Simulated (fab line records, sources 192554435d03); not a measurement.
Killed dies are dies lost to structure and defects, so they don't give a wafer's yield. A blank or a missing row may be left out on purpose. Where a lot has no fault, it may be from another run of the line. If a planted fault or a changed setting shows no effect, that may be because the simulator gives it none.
Matching of chambers    flow n5_finfet    N5_HKMG_FIN_ALD_36 on ald_metal-04 has 3 sister chambers
The step deposits TiN, target thk 1 nm, pulse time 1 s, purge time 3 s. 14 wafers are shown with their chamber, then 4 later ones without.

== EACH WAFER AND ITS CHAMBER ==
wafer   chamber  heater_power_w (W)  precursor_pulse_height_rel
L748.3  2        861                 0.987
L748.5  1        800                 0.999
L748.6  2        841                 0.997
L752.3  2        840                 0.989
L752.4  1        784                 1.018
L752.6  1        807                 0.984
L754.1  2        858                 0.987
L754.2  3        800                 0.975
L754.3  1        795                 1.011
L755.2  2        823                 0.944
L755.4  3        811                 1.000
L755.6  3        818                 0.970
L761.1  1        807                 1.003
L761.2  3        826                 0.945

SIGNATURES (means of the wafers above)
reading                     chamber 1  chamber 2  chamber 3  scatter within a chamber
heater_power_w              798.60     844.60     813.75     12.4
precursor_pulse_height_rel  1.00300    0.98080    0.97250    0.019
Rule: for a wafer and a chamber, the distance is found by dividing, reading by reading, the gap between the wafer's reading and the chamber's mean by the reading's scatter, squaring, summing and taking the root. If the next closest chamber is less than 2 further off than the closest, the wafer can't be placed; otherwise it belongs to the closest. The scatter: the root of (the sum of the squares of (reading less its chamber's mean) over the shown wafers, divided by (wafers less chambers)).

== WAFERS MISSING THEIR CHAMBER ==
wafer   heater_power_w (W)  precursor_pulse_height_rel
L763.1  844                 1.027
L763.3  810                 1.017
L763.4  813                 0.984
L767.1  791                 1.019

== WHICH CHAMBER EACH ONE RAN IN ==
wafer   from the rows above           in truth
L763.1  can't be placed: 2 or 3 or 1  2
L763.3  can't be placed: 1 or 3       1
L763.4  can't be placed: 3 or 1 or 2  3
L767.1  1                             1
1 of 4 placed correctly. Cannot be placed on the basis of these rows: 3; the candidates contain the true chamber in 3. 0 placed wrongly.
